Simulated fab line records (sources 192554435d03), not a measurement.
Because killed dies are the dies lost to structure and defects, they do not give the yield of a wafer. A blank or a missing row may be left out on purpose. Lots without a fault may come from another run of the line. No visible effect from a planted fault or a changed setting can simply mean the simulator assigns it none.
Which of the tools did it?	flow n5 finfet	10 lots (30 wafers sampled), 1 step of a 1938-step route

WHAT THE GAUGES SHOWED, per wafer
N5_DUMMY_GATE_CD_MEAS_50: the cd target is 14 nm.
lot	measured	on	cd nm (nm)
L110	day 2 22:53	cd sem-02	14.1 13.8 14.0
L111	day 3 08:22	cd sem-03	14.1 13.4 13.5
L114	day 3 22:08	cd sem-03	13.6 13.8 13.8
L118	day 5 01:53	cd sem-02	13.7 13.7 14.6
L122	day 6 03:55	cd sem-03	13.9 14.2 13.8
L127	day 8 00:04	cd sem-01	14.5 14.7 14.5
L129	day 8 03:10	cd sem-02	13.5 13.9 13.6
L130	day 9 20:44	cd sem-02	14.0 14.2 14.3
L132	day 9 21:33	cd sem-03	14.1 14.3 13.7
L133	day 9 22:01	cd sem-02	13.7 14.2 13.8

WHICH TOOL RAN EACH LOT (tool, then ch and the chambers of the sampled wafers, then the start)
The record shows no process step preceding these readings.

THE ANSWER, worked out from the rows above alone
Rule: the lots themselves supply what counts as usual. The widest of any qualifying gaps counts: lots, ordered by their means at a reading, are off when they make up no more than a third of the lots, leave a main group of 4 or more, and stand apart from it by 3 or more times the standard deviation of that group's means. A main group is skipped when, at the precision printed for the reading in the tables above, its means are all equal. Also off: a lot with no number at a reading for which 4 or more lots have one. The other lots that the step has rows for count as sound.
Across all readings shown, no lot is off: no conclusion can be drawn from this.

WHAT HAD BEEN PUT IN BY THE SIMULATOR
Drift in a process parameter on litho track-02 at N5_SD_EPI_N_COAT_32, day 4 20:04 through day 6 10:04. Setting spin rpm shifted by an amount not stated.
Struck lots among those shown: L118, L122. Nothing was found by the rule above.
